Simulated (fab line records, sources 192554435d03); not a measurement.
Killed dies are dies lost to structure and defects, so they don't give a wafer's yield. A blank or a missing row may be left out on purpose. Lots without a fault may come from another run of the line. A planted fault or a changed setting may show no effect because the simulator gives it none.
A struck lot beside a sound one | flow n5_finfet | 17 steps out of a route of 1938
Sound: wafers L312.1, L312.3, L312.6. Struck: wafers L302.3, L302.6. The cause comes at the end.
At each step with rows: each side's tool, then ch and its chambers, then its first start. Under that, the readings that differ: sound wafers | struck wafers | difference of the means | sigmas: that difference in standard deviations of wafers without a fault.
alike: readings whose means differ by less than 2 such deviations, and words and numbers that are the same on both sides. not compared: withheld readings, readings that some wafer has no value for, bounds like >300 that may hide the same value, and numbers for which the record gives no deviation and whose values overlap.
The two part at a step that has a row with sigmas, a row that says differs or no value, or rows on one side only. Numbers that don't overlap but have no deviation are shown without sigmas and don't part them. A reading that every wafer of one side lacks parts them only if that side has two wafers or more.

first, 1 step without rows for these wafers: N5_DUMMY_GATE_DESCUM_20 (chemistry O2, time 6.2 s).
N5_DUMMY_GATE_ETCH_29: etches underlayer in N2/H2, target depth 13 nm.
  sound on rie_diel-01 ch 0,1,3, day 7 11:47; struck on rie_diel-02 ch 0,2, day 5 00:23
  alike: chamber_pressure_mTorr, drypump_motor_current_A, oes_product_au, rf_vpp_V, showerhead_plenum_p_Torr, throttle_valve_pct
  not compared: rf_hours_counter_h
N5_DUMMY_GATE_ETCH_36: etches SiARC in CF4, target depth 13 nm.
  sound on rie_diel-01 ch 0,1,3, day 7 11:49; struck on rie_diel-02 ch 0,2, day 5 00:25
  alike: chamber_pressure_mTorr, drypump_motor_current_A, oes_product_au, rf_vpp_V, showerhead_plenum_p_Torr, throttle_valve_pct
  not compared: rf_hours_counter_h
then, 5 steps without rows for these wafers: N5_DUMMY_GATE_ETCH_37 (etches SOC in N2/H2, target depth 60 nm, overetch 30 nm); N5_DUMMY_GATE_STRIP_38 (strips in N2/H2); N5_DUMMY_GATE_STRIP_39 (strips in N2/H2); N5_DUMMY_GATE_TRIM_49 (chemistry O2, time 29 s, target cd 14 nm); N5_DUMMY_GATE_STRIP_40 (strips in CF4).
N5_DUMMY_GATE_CD_MEAS_50: target cd 14 nm.
  sound on cd_sem-02, day 7 12:05; struck on cd_sem-03, day 5 00:41
  alike: cd_nm
then, 1 step without rows for these wafers: N5_DUMMY_GATE_ETCH_31 (etches SiO2 in C4F6/O2, target depth 82.5 nm, time 27.5 s).
N5_DUMMY_GATE_STRIP_41: strips in O2.
  sound on rie_diel-02 ch 0,2, day 7 12:11; struck on rie_diel-01 ch 0,1, day 5 00:47
  alike: chamber_pressure_mTorr, drypump_motor_current_A, oes_product_au, rf_vpp_V, showerhead_plenum_p_Torr, throttle_valve_pct
  not compared: rf_hours_counter_h
N5_DUMMY_GATE_HM_OPEN_21: chemistry CH3F/O2, target SiNx, target depth 120 nm, time 171.4 s.
  sound on rie_diel-02 ch 0,2, day 7 12:13; struck on rie_diel-01 ch 0,1, day 5 00:49
  reading               | sound          | struck    | difference | sigmas
  oes_product_au (a.u.) | 0.68 0.93 0.68 | 0.91 0.95 | +0.17      | +2
  alike: chamber_pressure_mTorr, drypump_motor_current_A, oes_ar_750_au, rf_vpp_V, showerhead_plenum_p_Torr, throttle_valve_pct
  not compared: rf_hours_counter_h
N5_DUMMY_GATE_ETCH_32: etches SiO2 in CF4, target depth 3.5 nm, time 3.9 s.
  sound on rie_si-04 ch 1,2,3, day 7 12:23; struck on rie_si-06 ch 2, day 5 00:59
  reading                     | sound             | struck      | difference | sigmas
  drypump_motor_current_A (A) | 6.2 5.7 6.0       | 4.8 4.8     | -1.2       | -2
  oes_product_au (a.u.)       | 1.032 0.968 1.002 | 0.785 0.794 | -0.211     | -10
  model.etch.depth_nm (nm)    | 3.572 3.258 3.404 | 2.308 2.308 | -1.103     |
  alike: chamber_pressure_mTorr, throttle_valve_pct
  not compared: rf_hours_counter_h, model.SiO2_of_DUMMY_GATE_PECVD_30.thk_nm
N5_DUMMY_GATE_ETCH_23: etches poly-Si in HBr/Cl2/O2, target depth 41 nm, time 22.3 s.
  sound on rie_si-04 ch 1,2,3, day 7 12:25; struck on rie_si-06 ch 2, day 5 01:01
  reading                     | sound       | struck  | difference | sigmas
  drypump_motor_current_A (A) | 6.2 5.7 6.1 | 4.9 4.9 | -1.1       | -2
  alike: chamber_pressure_mTorr, oes_product_au, throttle_valve_pct
  not compared: rf_hours_counter_h
N5_DUMMY_GATE_ETCH_44: etches poly-Si in HBr/O2, stops on SiO2, target depth 127.5 nm.
  sound on rie_si-04 ch 1,2,3, day 7 12:28; struck on rie_si-06 ch 2, day 5 01:04
  reading                     | sound       | struck  | difference | sigmas
  drypump_motor_current_A (A) | 6.2 5.7 6.0 | 4.8 4.8 | -1.2       | -2
  alike: chamber_pressure_mTorr, oes_product_au, throttle_valve_pct
  not compared: rf_hours_counter_h, model.SiO2_of_DUMMY_GATE_PECVD_30.thk_nm
N5_DUMMY_GATE_CD_MEAS_24: target cd 15 nm.
  sound on cd_sem-03, day 7 12:35; struck on cd_sem-03, day 5 01:11
  alike: cd_nm
-- the record jumps here: 5 days lie between the struck wafers' starts before and after (it left off in module DUMMY_GATE and takes up again in module BEOL_M4, whose first step shown is number 1111 of the route) --
N5_BEOL_M4_RC_MEAS_101:
  sound on prober-01 ch 0, day 12 15:24; struck on prober-02 ch 0, day 10 02:44
  reading        | sound                | struck        | difference | sigmas
  DIBL_P (mV/V)  | 34.5 35.2 34.9       | 40.6 41.4     | +6.1       | +2
  IOFF_N (nA/um) | 0.13 0.12 0.13       | 0.23 0.26     | +0.12      | +3
  IOFF_P (nA/um) | 0.16 0.17 0.16       | 0.30 0.32     | +0.15      | +3
  ION_N (uA/um)  | 670 648 640          | 678 698       | +35        | +2
  SS_P (mV/dec)  | 72.6 73.1 72.8       | 74.2 75.1     | +1.8       | +2
  VT_N (mV)      | 255 256 256          | 244 241       | -13        | -4
  VT_P (mV)      | -254.5 -254.4 -255.4 | -243.9 -246.2 | +9.7       | +3
  alike: DIBL_N, ION_P, SS_N

WHERE THEY PART
First at N5_DUMMY_GATE_HM_OPEN_21; last, within this record, at N5_BEOL_M4_RC_MEAS_101.

WHY: what the simulator had put in
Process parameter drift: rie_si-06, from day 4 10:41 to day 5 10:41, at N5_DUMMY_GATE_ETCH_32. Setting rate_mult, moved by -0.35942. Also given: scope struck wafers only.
